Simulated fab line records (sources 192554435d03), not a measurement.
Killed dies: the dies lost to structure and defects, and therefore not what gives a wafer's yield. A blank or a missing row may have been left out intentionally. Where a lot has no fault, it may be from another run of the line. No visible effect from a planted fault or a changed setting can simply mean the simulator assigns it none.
fab line records	flow n5-finfet
[record] lots = 14	wafers = 42	last-day = 18
route steps=1938 shown WELL_APT@29 PASSIVATION@1936
lots with no fault: from the same line, run without faults
start-h: hours from the record's first day to the start of the lot's first wafer shown	wait-h: how many hours have passed since the lot's step before this one	" the same as in the row above	L1.1+2: a row that stands for several wafers	- value missing, or start not given	* or withheld: withheld	< > ~ a bound
route shown NAME@n: a module of which the file shows steps, and the number in the route of the first	usual: mean and standard deviation over wafers with no fault	same: alike in all rows	chamber/n: place in a boat	sites: per-site readings	_std_site: how widely they spread, as a standard deviation	_edge_site: the outer-site mean with the inner-site mean subtracted	radius-mm: how far each site lies from the wafer's centre	mask NAME#n: copy n	behind: the most recent tool/chamber to have shaped the wafer	hold: the reason the lot was held/the length of the hold in hours/how it ended	device: which transistor (n, p or np) failed to switch	end of line: the tests these same wafers got at the end of their route	where a step has no rows: the recipe by itself	killed: count of dies lost to structure and defects at first sort (not the wafer's yield)	map: the dies of a wafer, with x for killed, . for not killed, _ for no die there
set.NAME: the setting that was run; set.NAME@STEP: the one run at that earlier step	model.NAME: the simulator's own value behind a step, which no gauge read
steps of the route over a sample of lots; a table a step, a row a wafer
services: when a tool's chamber went out of use (start-h, in hours from the record's first day, below 0 if earlier), for how many hours, and the reason
[[steps]]
[step N5_WELL_APT_OVL_MEAS_09]
[recipe] points-per-wafer = 44
[usual] NWELL_OVL = 2/6.1
lot.wafer	tool	chamber	start-h	wait-h	NWELL_OVL[nm]
L598.1	overlay-02	0	25.62	0.0	6
L598.4	"	0	"	"	-1
L598.5	"	0	"	"	1
L599.2	overlay-01	0	31.86	0.0	-1
L599.5	"	0	"	"	-12
L599.6	"	0	"	"	-4
L600.1	overlay-01	0	37.61	0.0	3
L600.3	"	0	"	"	10
L600.4	"	0	"	"	3
L601.2	overlay-01	0	43.86	0.0	-3
L601.5	"	0	"	"	-2
L601.6	"	0	"	"	8
L602.2	overlay-02	0	49.71	0.0	10
L602.3	"	0	"	"	3
L602.4	"	0	"	"	3
L604.2	overlay-02	0	61.71	0.0	4
L604.4	"	0	"	"	5
L604.5	"	0	"	"	1
L605.1	overlay-02	0	68.13	0.0	4
L605.2	"	0	"	"	5
L605.3	"	0	"	"	1
L606.1	overlay-01	0	73.73	0.0	0
L606.2	"	0	"	"	2
L606.6	"	0	"	"	3
L613.2	overlay-01	0	115.61	0.0	-4
L613.3	"	0	"	"	15
L613.6	"	0	"	"	10
L615.1	overlay-01	0	128.25	0.0	9
L615.3	"	0	"	"	7
L615.6	"	0	"	"	8
L616.1	overlay-01	0	133.71	0.0	12
L616.2	"	0	"	"	18
L616.5	"	0	"	"	7
L617.2	overlay-02	0	139.86	0.0	13
L617.3	"	0	"	"	10
L617.6	"	0	"	"	10
L618.4	overlay-01	0	146.30	0.0	8
L618.5	"	0	"	"	2
L618.6	"	0	"	"	3
L619.1	overlay-01	0	152.07	0.0	5
L619.3	"	0	"	"	0
L619.4	"	0	"	"	0
[step N5_WELL_APT_OVL_MEAS_26]
[recipe] points-per-wafer = 44
[usual] PWELL_OVL = 2/4.9
lot.wafer	tool	chamber	start-h	wait-h	PWELL_OVL[nm]
L598.1	overlay-01	0	26.98	0.0	-3
L598.4	"	0	"	"	3
L598.5	"	0	"	"	-5
L599.2	overlay-02	0	33.12	0.0	4
L599.5	"	0	"	"	16
L599.6	"	0	"	"	1
L600.1	overlay-02	0	39.12	0.0	-7
L600.3	"	0	"	"	-7
L600.4	"	0	"	"	-4
L601.2	overlay-01	0	45.00	0.0	6
L601.5	"	0	"	"	10
L601.6	"	0	"	"	7
L602.2	overlay-01	0	50.97	0.0	-2
L602.3	"	0	"	"	1
L602.4	"	0	"	"	-3
L604.2	overlay-01	0	63.25	0.0	0
L604.4	"	0	"	"	-5
L604.5	"	0	"	"	8
L605.1	overlay-02	0	69.25	0.0	-6
L605.2	"	0	"	"	-8
L605.3	"	0	"	"	-2
L606.1	overlay-02	0	75.12	0.0	1
L606.2	"	0	"	"	-6
L606.6	"	0	"	"	1
L613.2	overlay-01	0	117.49	0.0	6
L613.3	"	0	"	"	9
L613.6	"	0	"	"	9
L615.1	overlay-02	0	129.39	0.0	1
L615.3	"	0	"	"	6
L615.6	"	0	"	"	-1
L616.1	overlay-02	0	135.19	0.0	3
L616.2	"	0	"	"	1
L616.5	"	0	"	"	3
L617.2	overlay-02	0	141.11	0.0	-1
L617.3	"	0	"	"	-3
L617.6	"	0	"	"	-2
L618.4	overlay-02	0	147.67	0.0	7
L618.5	"	0	"	"	13
L618.6	"	0	"	"	6
L619.1	overlay-02	0	153.33	0.0	3
L619.3	"	0	"	"	5
L619.4	"	0	"	"	4
[step N5_WELL_APT_IMPLANT_32]
[recipe] species = BF2	energy-kev = 50	dose-cm2 = 2e+13	tilt-deg = 0	rotation-deg = 0
[usual] beam-energy-keV = 50.005/0.014
lot.wafer	tool	chamber	start-h	wait-h	beam-energy-keV
L598.1	implanter-02	0	27.31	0.1	50.010
L598.4	"	0	"	"	50.012
L598.5	"	0	"	"	50.029
L599.2	implanter-01	0	33.49	0.1	49.996
L599.5	"	0	"	"	49.995
L599.6	"	0	"	"	50.012
L600.1	implanter-02	0	39.45	0.1	50.016
L600.3	"	0	"	"	50.007
L600.4	"	0	"	"	49.993
L601.2	implanter-01	0	45.36	0.1	50.009
L601.5	"	0	"	"	49.986
L601.6	"	0	"	"	49.991
L602.2	implanter-01	0	51.34	0.1	50.002
L602.3	"	0	"	"	50.014
L602.4	"	0	"	"	50.014
L604.2	implanter-02	0	63.62	0.1	56.664
L604.4	"	0	"	"	56.694
L604.5	"	0	"	"	56.657
L605.1	implanter-01	0	69.59	0.1	50.003
L605.2	"	0	"	"	49.998
L605.3	"	0	"	"	50.013
L606.1	implanter-02	0	75.51	0.1	56.668
L606.2	"	0	"	"	56.694
L606.6	"	0	"	"	56.669
L613.2	implanter-01	0	118.20	0.1	49.997
L613.3	"	0	"	"	50.010
L613.6	"	0	"	"	49.987
L615.1	implanter-01	0	129.73	0.1	50.003
L615.3	"	0	"	"	50.015
L615.6	"	0	"	"	50.002
L616.1	implanter-01	0	135.63	0.1	50.014
L616.2	"	0	"	"	50.027
L616.5	"	0	"	"	50.010
L617.2	implanter-02	0	141.52	0.1	49.999
L617.3	"	0	"	"	49.993
L617.6	"	0	"	"	49.995
L618.4	implanter-02	0	148.11	0.1	49.988
L618.5	"	0	"	"	49.985
L618.6	"	0	"	"	49.989
L619.1	implanter-01	0	153.67	0.1	50.002
L619.3	"	0	"	"	50.008
L619.4	"	0	"	"	49.984
[step N5_WELL_APT_INSPECT_38]
[recipe] inspect-instrument = darkfield	mode = post-epi
[usual] raw-defect-count = 15/5.5
lot.wafer	tool	chamber	start-h	wait-h	raw-defect-count
L598.1	defect-inspect-01	-	28.96	0.7	12
L598.4	"	-	"	"	15
L598.5	"	-	"	"	15
L599.2	defect-inspect-01	-	34.86	0.5	12
L599.5	"	-	"	"	14
L599.6	"	-	"	"	13
L600.1	defect-inspect-01	-	40.81	0.5	4
L600.3	"	-	"	"	9
L600.4	"	-	"	"	16
L601.2	defect-inspect-01	-	47.06	0.6	19
L601.5	"	-	"	"	15
L601.6	"	-	"	"	6
L602.2	defect-inspect-02	-	52.89	0.6	17
L602.3	"	-	"	"	9
L602.4	"	-	"	"	12
L604.2	defect-inspect-02	-	65.23	0.6	16
L604.4	"	-	"	"	21
L604.5	"	-	"	"	19
L605.1	defect-inspect-02	-	71.24	0.5	13
L605.2	"	-	"	"	17
L605.3	"	-	"	"	20
L606.1	defect-inspect-02	-	76.98	0.5	10
L606.2	"	-	"	"	16
L606.6	"	-	"	"	6
L613.2	defect-inspect-02	-	119.69	0.4	15
L613.3	"	-	"	"	22
L613.6	"	-	"	"	12
L615.1	defect-inspect-01	-	131.11	0.5	17
L615.3	"	-	"	"	16
L615.6	"	-	"	"	13
L616.1	defect-inspect-01	-	137.03	0.5	17
L616.2	"	-	"	"	14
L616.5	"	-	"	"	15
L617.2	defect-inspect-01	-	143.08	0.6	13
L617.3	"	-	"	"	11
L617.6	"	-	"	"	9
L618.4	defect-inspect-01	-	149.39	0.3	10
L618.5	"	-	"	"	20
L618.6	"	-	"	"	14
L619.1	defect-inspect-02	-	155.02	0.5	18
L619.3	"	-	"	"	18
L619.4	"	-	"	"	13
[step N5_PASSIVATION_PROBE_49]
[usual] killed_at_M0_to_M3 = 34/9.9	killed_at_M4_up = 14/5.7	killed-at-contacts = 13/6.3	killed-at-front-end = 39/9.9	killed-at-other = 3.7/2.8	killed-dies = 104/15	killed-open = 68/12	killed-short = 34/6.7
[same] gross-dies = 1180	killed-at-back-side = 0
lot.wafer	tool	chamber	start-h	wait-h	killed_at_M0_to_M3	killed_at_M4_up	killed-at-contacts	killed-at-front-end	killed-at-other	killed-dies	killed-open	killed-short
L599.2	prober-02	-	303.35	0.1	38	10	16	43	5	112	73	37
L599.5	prober-02	-	303.50	0.2	36	10	20	63	3	132	87	44
L599.6	prober-02	-	303.55	0.3	49	12	23	48	8	140	90	46
L598.1	prober-02	-	303.60	0.1	38	12	15	54	4	123	90	30
L598.4	prober-02	-	303.75	0.2	25	12	11	40	15	103	56	46
L598.5	prober-02	-	303.80	0.3	28	11	7	48	8	102	73	29
L601.2	prober-01	-	307.96	0.1	28	13	16	52	4	113	79	32
L601.5	prober-01	-	308.11	0.2	36	10	14	47	3	110	73	28
L601.6	prober-01	-	308.16	0.3	33	7	26	46	7	119	81	34
L602.2	prober-01	-	318.28	0.1	37	16	15	24	2	94	66	28
L602.3	prober-01	-	318.33	0.1	31	29	8	28	4	100	72	26
L602.4	prober-01	-	318.38	0.2	37	15	8	34	0	94	68	25
L604.2	prober-02	-	340.76	0.1	19	7	8	40	5	79	49	30
L604.4	prober-02	-	340.86	0.2	43	12	9	41	2	107	59	46
L604.5	prober-02	-	340.91	0.2	43	16	15	28	4	106	79	26
L600.1	prober-02	-	356.56	0.0	37	8	16	40	3	104	72	32
L600.3	prober-02	-	356.66	0.1	38	8	17	44	3	110	64	45
L600.4	prober-02	-	356.71	0.2	62	9	30	45	6	152	104	44
L605.1	prober-02	-	358.10	0.0	41	6	6	46	1	100	59	38
L605.2	prober-02	-	358.15	0.1	31	10	7	34	5	87	51	27
L605.3	prober-02	-	358.20	0.1	25	8	12	40	0	85	47	35
L606.1	prober-02	-	370.38	0.0	31	22	9	74	0	136	91	42
L606.2	prober-02	-	370.43	0.1	44	11	21	55	0	131	88	36
L606.6	prober-02	-	370.63	0.3	43	18	12	39	2	114	67	42
L615.1	prober-01	-	400.45	0.0	46	13	12	21	5	97	67	28
L615.3	prober-01	-	400.55	0.1	42	10	11	25	4	92	55	37
L615.6	prober-01	-	400.70	0.3	28	11	9	40	3	91	55	36
L613.2	prober-01	-	416.74	0.1	34	16	10	37	3	100	64	36
L613.3	prober-01	-	416.79	0.1	21	13	25	38	5	102	64	33
L613.6	prober-01	-	416.94	0.3	30	19	12	36	2	99	69	30
L616.1	prober-01	-	418.89	0.0	27	17	18	31	0	93	70	21
L616.2	prober-01	-	418.94	0.1	25	22	26	32	8	113	87	25
L616.5	prober-01	-	419.09	0.2	25	14	13	26	3	81	59	20
L617.2	prober-01	-	423.02	0.1	31	19	12	34	3	99	63	32
L617.3	prober-01	-	423.07	0.2	19	11	7	35	8	80	40	38
L617.6	prober-01	-	423.22	0.3	16	23	12	26	2	79	47	29
L619.1	prober-01	-	427.01	0.0	34	7	24	41	3	109	72	36
L619.3	prober-01	-	427.11	0.1	25	15	11	56	0	107	75	30
L619.4	prober-01	-	427.16	0.2	22	14	22	45	4	107	71	36
L618.4	prober-01	-	430.84	0.2	44	16	11	29	2	102	68	29
L618.5	prober-01	-	430.89	0.2	33	16	26	31	0	106	78	26
L618.6	prober-01	-	430.94	0.3	28	18	6	44	2	98	61	28
// killed by level:class
L599.2 BEOL_M0_SAQP:geometric-particle:open=14 FIN_SAQP:geometric-particle:open=12 MOL_CONTACT_COAG:geometric-particle:open=11 BEOL_M0_SAQP:geometric-particle:short=10 BEOL_M1:geometric-particle:open=7 FIN_SAQP:geometric-particle:short=6 STI_FIN_REVEAL:geometric-particle:open=5 MOL_CONTACT_COAG:geometric-particle:short=5
L599.5 FIN_SAQP:geometric-particle:open=30 FIN_SAQP:geometric-particle:short=16 MOL_CONTACT_COAG:geometric-particle:open=16 BEOL_M0_SAQP:geometric-particle:open=15 BEOL_M0_SAQP:geometric-particle:short=11 BEOL_M1:geometric-particle:open=5 DUMMY_GATE:geometric-particle:open=4 MOL_CONTACT_COAG:geometric-particle:short=4
L599.6 BEOL_M0_SAQP:geometric-particle:open=22 MOL_CONTACT_COAG:geometric-particle:open=20 BEOL_M0_SAQP:geometric-particle:short=13 FIN_SAQP:geometric-particle:open=11 FIN_SAQP:geometric-particle:short=5 STARTING-WAFER:geometric-particle:open=5 BEOL_M1:geometric-particle:open=5 DUMMY_GATE:geometric-particle:open=4
L598.1 STI_FIN_REVEAL:geometric-particle:open=21 MOL_CONTACT_COAG:geometric-particle:open=13 BEOL_M2:geometric-particle:open=9 BEOL_M3:geometric-particle:open=9 BEOL_M1:geometric-particle:open=8 FIN_SAQP:geometric-particle:open=7 FIN_SAQP:geometric-particle:short=6 GATE_CUT:geometric-particle:short=6
L598.4 STI_FIN_REVEAL:geometric-particle:open=8 BEOL_M2:geometric-particle:open=7 GATE_CUT:geometric-particle:short=6 GATE_CUT:geometric-particle:open=6 MOL_CONTACT_COAG:geometric-particle:open=6 BEOL_M2:geometric-particle:short=6 STARTING-WAFER:geometric-particle:short=6 MOL_CONTACT_COAG:geometric-particle:short=5
L598.5 STI_FIN_REVEAL:geometric-particle:open=17 BEOL_M2:geometric-particle:open=12 MOL_CONTACT_COAG:geometric-particle:open=6 DUMMY_GATE:geometric-particle:open=6 GATE_CUT:geometric-particle:short=6 BEOL_M4:geometric-particle:open=6 FIN_SAQP:geometric-particle:open=5 STARTING-WAFER:geometric-particle:open=5
L601.2 STI_FIN_REVEAL:geometric-particle:open=16 MOL_CONTACT_COAG:geometric-particle:open=12 BEOL_M2:geometric-particle:open=12 BEOL_M4:geometric-particle:open=7 FIN_SAQP:geometric-particle:open=6 DUMMY_GATE:geometric-particle:open=6 STI_FIN_REVEAL:geometric-particle:short=6 ILD0:geometric-particle:open=4
L601.5 MOL_CONTACT_COAG:geometric-particle:open=13 STI_FIN_REVEAL:geometric-particle:open=12 BEOL_M0_SAQP:geometric-particle:short=10 BEOL_M0_SAQP:geometric-particle:open=8 FIN_SAQP:geometric-particle:open=7 BEOL_M3:geometric-particle:open=7 BEOL_M2:geometric-particle:open=6 STARTING-WAFER:geometric-particle:open=5
L601.6 MOL_CONTACT_COAG:geometric-particle:open=20 STI_FIN_REVEAL:geometric-particle:open=17 FIN_SAQP:geometric-particle:open=7 MOL_CONTACT_COAG:geometric-particle:short=6 BEOL_M0_SAQP:geometric-particle:short=5 BEOL_M0_SAQP:geometric-particle:open=5 BEOL_M1:geometric-particle:open=5 BEOL_M3:geometric-particle:open=5
L602.2 MOL_CONTACT_COAG:geometric-particle:open=12 BEOL_M0_SAQP:geometric-particle:short=9 BEOL_M3:geometric-particle:open=8 BEOL_M2:geometric-particle:open=8 BEOL_M4:geometric-particle:open=8 BEOL_M0_SAQP:geometric-particle:open=7 FIN_SAQP:geometric-particle:open=5 STI_FIN_REVEAL:geometric-particle:open=5
L602.3 BEOL_M4:geometric-particle:open=15 BEOL_M2:geometric-particle:open=13 FIN_SAQP:geometric-particle:open=9 BEOL_M4:geometric-particle:short=6 MOL_CONTACT_COAG:geometric-particle:open=6 BEOL_M3:geometric-particle:open=6 BEOL_M8:geometric-particle:open=5 STARTING-WAFER:geometric-particle:open=4
L602.4 BEOL_M2:geometric-particle:open=18 FIN_SAQP:geometric-particle:open=10 FIN_SAQP:geometric-particle:short=9 MOL_CONTACT_COAG:geometric-particle:open=7 BEOL_M3:geometric-particle:open=5 BEOL_M0_SAQP:geometric-particle:short=4 BEOL_M1:geometric-particle:open=4 BEOL_M5:geometric-particle:open=4
L604.2 FIN_SAQP:geometric-particle:short=10 BEOL_M0_SAQP:geometric-particle:open=8 MOL_CONTACT_COAG:geometric-particle:open=7 FIN_SAQP:geometric-particle:open=6 STARTING-WAFER:geometric-particle:open=6 BEOL_M1:geometric-particle:open=4 BEOL_M4:geometric-particle:open=4 STARTING-WAFER:geometric-particle:short=4
L604.4 FIN_SAQP:geometric-particle:short=18 BEOL_M2:geometric-particle:open=12 FIN_SAQP:geometric-particle:open=11 BEOL_M0_SAQP:geometric-particle:short=10 MOL_CONTACT_COAG:geometric-particle:open=7 BEOL_M0_SAQP:geometric-particle:open=7 BEOL_M4:geometric-particle:open=7 BEOL_M3:geometric-particle:open=5
L604.5 BEOL_M2:geometric-particle:open=14 MOL_CONTACT_COAG:geometric-particle:open=12 BEOL_M0_SAQP:geometric-particle:open=9 BEOL_M4:geometric-particle:open=9 STI_FIN_REVEAL:geometric-particle:open=7 FIN_SAQP:geometric-particle:short=6 BEOL_M0_SAQP:geometric-particle:short=6 FIN_SAQP:geometric-particle:open=4
L600.1 MOL_CONTACT_COAG:geometric-particle:open=15 FIN_SAQP:geometric-particle:open=10 BEOL_M0_SAQP:geometric-particle:open=10 FIN_SAQP:geometric-particle:short=8 BEOL_M0_SAQP:geometric-particle:short=8 BEOL_M1:geometric-particle:open=8 BEOL_M2:geometric-particle:open=5 STI_FIN_REVEAL:geometric-particle:open=4
L600.3 MOL_CONTACT_COAG:geometric-particle:open=14 BEOL_M0_SAQP:geometric-particle:short=13 STI_FIN_REVEAL:geometric-particle:open=11 GATE_CUT:geometric-particle:short=8 FIN_SAQP:geometric-particle:open=7 BEOL_M0_SAQP:geometric-particle:open=7 BEOL_M1:geometric-particle:open=5 FIN_SAQP:geometric-particle:short=4
L600.4 MOL_CONTACT_COAG:geometric-particle:open=25 BEOL_M3:geometric-particle:open=15 STI_FIN_REVEAL:geometric-particle:open=14 BEOL_M0_SAQP:geometric-particle:open=14 BEOL_M0_SAQP:geometric-particle:short=13 BEOL_M2:geometric-particle:open=10 STARTING-WAFER:geometric-particle:open=6 DUMMY_GATE:geometric-particle:open=5
L605.1 FIN_SAQP:geometric-particle:short=13 FIN_SAQP:geometric-particle:open=12 BEOL_M0_SAQP:geometric-particle:short=11 BEOL_M3:geometric-particle:open=11 BEOL_M0_SAQP:geometric-particle:open=7 BEOL_M2:geometric-particle:open=6 STI_FIN_REVEAL:geometric-particle:open=6 DUMMY_GATE:geometric-particle:open=3
L605.2 FIN_SAQP:geometric-particle:open=11 BEOL_M0_SAQP:geometric-particle:short=8 MOL_CONTACT_COAG:geometric-particle:open=5 BEOL_M0:geometric-particle:open=5 STARTING-WAFER:geometric-particle:open=5 FIN_SAQP:geometric-particle:short=4 BEOL_M0_SAQP:geometric-particle:open=4 BEOL_M3:geometric-particle:short=4
L605.3 FIN_SAQP:geometric-particle:short=14 MOL_CONTACT_COAG:geometric-particle:open=10 BEOL_M3:geometric-particle:open=9 FIN_SAQP:geometric-particle:open=5 STI_FIN_REVEAL:geometric-particle:open=5 BEOL_M0_SAQP:geometric-particle:short=4 DUMMY_GATE:geometric-particle:short=3 DUMMY_GATE:geometric-particle:open=3
L606.1 FIN_SAQP:geometric-particle:open=24 STI_FIN_REVEAL:geometric-particle:open=13 FIN_SAQP:geometric-particle:short=12 DUMMY_GATE:geometric-particle:open=7 BEOL_M3:geometric-particle:open=7 BEOL_M4:geometric-particle:open=7 MOL_CONTACT_COAG:geometric-particle:open=6 BEOL_M2:geometric-particle:open=6
L606.2 STI_FIN_REVEAL:geometric-particle:open=16 MOL_CONTACT_COAG:geometric-particle:open=15 BEOL_M2:geometric-particle:open=14 BEOL_M3:geometric-particle:open=8 FIN_SAQP:geometric-particle:short=7 FIN_SAQP:geometric-particle:open=7 DUMMY_GATE:geometric-particle:open=7 BEOL_M0_SAQP:geometric-particle:open=6
L606.6 STI_FIN_REVEAL:geometric-particle:open=11 BEOL_M2:geometric-particle:open=10 MOL_CONTACT_COAG:geometric-particle:open=9 STI_FIN_REVEAL:geometric-particle:short=8 BEOL_M1:geometric-particle:short=7 BEOL_M4:geometric-particle:open=7 FIN_SAQP:geometric-particle:open=5 DUMMY_GATE:geometric-particle:open=5
L615.1 BEOL_M2:geometric-particle:open=15 MOL_CONTACT_COAG:geometric-particle:open=9 BEOL_M3:geometric-particle:open=7 BEOL_M0_SAQP:geometric-particle:open=6 BEOL_M5:geometric-particle:open=6 BEOL_M0_SAQP:geometric-particle:short=5 BEOL_M2:geometric-particle:short=5 STI_FIN_REVEAL:geometric-particle:open=4
L615.3 BEOL_M1:geometric-particle:open=12 FIN_SAQP:geometric-particle:short=11 BEOL_M0_SAQP:geometric-particle:short=11 MOL_CONTACT_COAG:geometric-particle:open=9 BEOL_M2:geometric-particle:open=7 BEOL_M0_SAQP:geometric-particle:open=4 BEOL_M3:geometric-particle:open=4 FIN_SAQP:geometric-particle:open=3
L615.6 FIN_SAQP:geometric-particle:short=11 STI_FIN_REVEAL:geometric-particle:open=7 MOL_CONTACT_COAG:geometric-particle:open=7 BEOL_M0_SAQP:geometric-particle:short=6 BEOL_M4:geometric-particle:open=6 FIN_SAQP:geometric-particle:open=5 BEOL_M0_SAQP:geometric-particle:open=5 BEOL_M1:geometric-particle:open=5
L613.2 BEOL_M0_SAQP:geometric-particle:open=11 FIN_SAQP:geometric-particle:open=10 GATE_CUT:geometric-particle:short=10 BEOL_M0_SAQP:geometric-particle:short=10 MOL_CONTACT_COAG:geometric-particle:open=9 BEOL_M2:geometric-particle:open=7 BEOL_M4:geometric-particle:open=5 STARTING-WAFER:geometric-particle:open=5
L613.3 MOL_CONTACT_COAG:geometric-particle:open=21 GATE_CUT:geometric-particle:open=7 FIN_SAQP:geometric-particle:open=6 BEOL_M2:geometric-particle:open=6 GATE_CUT:geometric-particle:short=5 BEOL_M3:geometric-particle:open=5 FIN_SAQP:geometric-particle:short=4 SPACER0:geometric-particle:short=4
L613.6 MOL_CONTACT_COAG:geometric-particle:open=10 BEOL_M2:geometric-particle:open=9 BEOL_M0_SAQP:geometric-particle:open=8 FIN_SAQP:geometric-particle:short=7 BEOL_M3:geometric-particle:open=7 BEOL_M4:geometric-particle:open=7 STI_FIN_REVEAL:geometric-particle:open=6 GATE_CUT:geometric-particle:short=6
L616.1 MOL_CONTACT_COAG:geometric-particle:open=18 BEOL_M4:geometric-particle:open=8 BEOL_M0_SAQP:geometric-particle:open=7 BEOL_M2:geometric-particle:open=6 FIN_SAQP:geometric-particle:short=5 GATE_CUT:geometric-particle:open=5 BEOL_M0_SAQP:geometric-particle:short=5 STI_FIN_REVEAL:geometric-particle:open=4
L616.2 MOL_CONTACT_COAG:geometric-particle:open=24 BEOL_M4:geometric-particle:open=14 FIN_SAQP:geometric-particle:open=7 DUMMY_GATE:geometric-particle:open=5 GATE_CUT:geometric-particle:open=5 BEOL_M0_SAQP:geometric-particle:open=5 BEOL_M2:geometric-particle:open=5 PASS1_DEP:geometric-particle:short=4
L616.5 STI_FIN_REVEAL:geometric-particle:open=10 MOL_CONTACT_COAG:geometric-particle:open=8 BEOL_M3:geometric-particle:open=7 BEOL_M4:geometric-particle:open=7 MOL_CONTACT_COAG:geometric-particle:short=5 FIN_SAQP:geometric-particle:open=4 BEOL_M0_SAQP:geometric-particle:open=4 BEOL_M1:geometric-particle:open=4
L617.2 FIN_SAQP:geometric-particle:open=11 MOL_CONTACT_COAG:geometric-particle:open=11 BEOL_M0_SAQP:geometric-particle:short=10 BEOL_M4:geometric-particle:open=9 BEOL_M1:geometric-particle:open=7 BEOL_M0_SAQP:geometric-particle:open=5 STI_FIN_REVEAL:geometric-particle:open=4 ILD0:geometric-particle:short=4
L617.3 BEOL_M3:geometric-particle:open=11 FIN_SAQP:geometric-particle:short=8 STI_FIN_REVEAL:geometric-particle:open=8 GATE_CUT:geometric-particle:short=6 ILD0:geometric-particle:short=5 MOL_CONTACT_COAG:geometric-particle:open=5 STI_FIN_REVEAL:geometric-particle:short=4 BEOL_M4:geometric-particle:open=3
L617.6 MOL_CONTACT_COAG:geometric-particle:open=9 BEOL_M4:geometric-particle:open=7 FIN_SAQP:geometric-particle:short=6 STI_FIN_REVEAL:geometric-particle:open=4 BEOL_M0_SAQP:geometric-particle:open=4 BEOL_M4:geometric-particle:short=4 BEOL_M5:geometric-particle:open=4 FIN_SAQP:geometric-particle:open=3
L619.1 MOL_CONTACT_COAG:geometric-particle:open=21 BEOL_M0_SAQP:geometric-particle:open=10 BEOL_M0_SAQP:geometric-particle:short=9 GATE_CUT:geometric-particle:open=8 FIN_SAQP:geometric-particle:open=7 DUMMY_GATE:geometric-particle:open=7 BEOL_M2:geometric-particle:short=7 FIN_SAQP:geometric-particle:short=5
L619.3 FIN_SAQP:geometric-particle:short=11 DUMMY_GATE:geometric-particle:open=11 FIN_SAQP:geometric-particle:open=10 MOL_CONTACT_COAG:geometric-particle:open=9 GATE_CUT:geometric-particle:open=6 BEOL_M0_SAQP:geometric-particle:open=6 BEOL_M4:geometric-particle:open=6 BEOL_M3:geometric-particle:short=4
L619.4 MOL_CONTACT_COAG:geometric-particle:open=18 FIN_SAQP:geometric-particle:short=12 BEOL_M4:geometric-particle:open=9 FIN_SAQP:geometric-particle:open=7 GATE_CUT:geometric-particle:open=7 GATE_CUT:geometric-particle:short=6 BEOL_M2:geometric-particle:open=6 BEOL_M0:geometric-particle:open=5
L618.4 BEOL_M0_SAQP:geometric-particle:open=12 STI_FIN_REVEAL:geometric-particle:open=8 MOL_CONTACT_COAG:geometric-particle:open=8 BEOL_M0_SAQP:geometric-particle:short=7 BEOL_M2:geometric-particle:open=7 BEOL_M4:geometric-particle:open=7 DUMMY_GATE:geometric-particle:open=5 BEOL_M2:geometric-particle:short=5
L618.5 MOL_CONTACT_COAG:geometric-particle:open=16 BEOL_M1:geometric-particle:open=14 MOL_CONTACT_COAG:geometric-particle:short=10 STI_FIN_REVEAL:geometric-particle:open=9 BEOL_M2:geometric-particle:open=6 BEOL_M3:geometric-particle:open=6 BEOL_M4:geometric-particle:open=5 FIN_SAQP:geometric-particle:open=4
L618.6 STI_FIN_REVEAL:geometric-particle:open=9 BEOL_M1:geometric-particle:open=7 BEOL_M3:geometric-particle:open=6 HKMG_FIN:area-etch=6 BEOL_M0_SAQP:geometric-particle:open=5 BEOL_M4:geometric-particle:open=5 FIN_SAQP:geometric-particle:open=4 DUMMY_GATE:geometric-particle:open=4
[[services]]
tool	chamber	start-h	hours	kind
implanter-01	-	51.81	6.1	pm
implanter-02	-	81.96	10.9	pm
implanter-01	-	83.89	3.0	repair
implanter-01	-	120.87	0.8	repair
implanter-02	-	134.23	1.3	repair
implanter-01	-	151.52	1.7	repair
[[key]]
[first-sign] step = N5_WELL_APT_IMPLANT_32	reading = beam-energy-keV	direction = up	sigmas = 99+	usual = 50.005	struck = 56.674
effect none on later readings
met-at N5_WELL_APT_IMPLANT_32
struck-lots L604,L606
tester-left-out L604,L606
not-acting-at N5_WELL_APT_OVL_MEAS_09,N5_WELL_APT_OVL_MEAS_26,N5_WELL_APT_INSPECT_38
onset-between 39.45 63.62
[fault] kind = process-parameter-drift	tool = implanter-02	chamber = -	onset-h = 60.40	steps = N5_WELL_APT_IMPLANT_32	channel = energy-kev	offset = 6.6629	shape = step	end-h = 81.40	acts-in = these-recipes-only	stated = 50
// tester-left-out: of these lots the tester's yield and bins aren't shown, on N5 and GAA mostly nor the transistor test; their killed dies are dies lost to structure and defects alone, not to doping, threshold or leakage, so they don't give the yield
